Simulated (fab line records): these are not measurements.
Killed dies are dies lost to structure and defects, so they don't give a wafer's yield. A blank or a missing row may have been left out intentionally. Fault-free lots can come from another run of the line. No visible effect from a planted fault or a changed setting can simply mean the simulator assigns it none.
2 desks looking at one fault + flow nand harc + only its own numbers are on each desk; what lay behind them is given at the end

== THE METROLOGY DESK ==
Lot by lot, what the gauges showed, no matter which tool ran the lot: averages of those sampled wafers that carry a number. If a lot's mean is further than 4 standard deviations from the usual mean, the lot is out of limits and carries the mark OUT (the distance appears in the brackets).
Columns: A = cd nm at NHARC_A_CONTACT_CD_MEAS_42, usual 299.9 nm
| lot  | first seen here | A     |
|------|-----------------|-------|
| L963 | day 22 00:21    | 300.4 |
| L964 | day 22 08:49    | 299.5 |
| L969 | day 24 10:21    | 299.3 |
| L971 | day 24 22:07    | 298.9 |
| L973 | day 25 16:52    | 299.7 |
| L974 | day 26 04:28    | 300.0 |
| L975 | day 26 05:01    | 300.2 |
| L976 | day 27 03:25    | 300.4 |
| L980 | day 29 06:38    | 300.0 |
| L981 | day 29 09:19    | 299.7 |
| L982 | day 30 02:16    | 299.9 |
| L985 | day 30 20:25    | 300.3 |
Finding of this desk: none of the 12 lots has anything out of limits.

== THE TOOL OWNER'S DESK: har cap etch-02 ==
The tool's own readings at NHARC_A_CONTACT_ETCH_118 (etches the open film in C4F8/O2/Ar, time 190 s, target depth 1850 nm): means of the sampled wafers that have a number, for each lot that ran on this tool. If a lot's mean is further than 4 standard deviations from the usual mean, the lot is out of limits and carries the mark OUT (the distance appears in the brackets).
Columns: A = chamber pressure mTorr at NHARC_A_CONTACT_ETCH_118, usual 20.004 mTorr
| lot  | first seen here | A                        |
|------|-----------------|--------------------------|
| L963 | day 22 03:38    | 20.007                   |
| L971 | day 25 01:35    | 16.009 (-99 or more) OUT |
| L973 | day 25 20:17    | 16.022 (-99 or more) OUT |
| L974 | day 26 07:56    | 15.992 (-99 or more) OUT |
| L980 | day 29 09:53    | 20.003                   |
| L985 | day 30 23:49    | 20.004                   |
This desk finds L971, L973, L974 out of limits, L971 being first, at day 25 01:35 (chamber pressure mTorr at NHARC_A_CONTACT_ETCH_118). L963, L980, L985: within limits.

== BROUGHT TOGETHER ==
The tool owner's desk had the chance to raise an alarm at day 25 01:35 on L971, L973, L974.
Nothing out of limits was seen by the metrology desk.
The metrology desk holds a record of L971, L973, L974, inside its limits.
All the named lots went through NHARC_A_CONTACT_ETCH_118 on har cap etch-02.

== WHAT WAS PUT IN BY THE SIMULATOR ==
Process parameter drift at NHARC_A_CONTACT_ETCH_118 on har cap etch-02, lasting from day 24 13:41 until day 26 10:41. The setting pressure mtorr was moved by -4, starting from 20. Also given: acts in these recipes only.
Struck lots among those shown: L971, L973, L974.
Delay in hours, fault start to first out-of-limits reading, by desk: the tool owner's desk at 12.
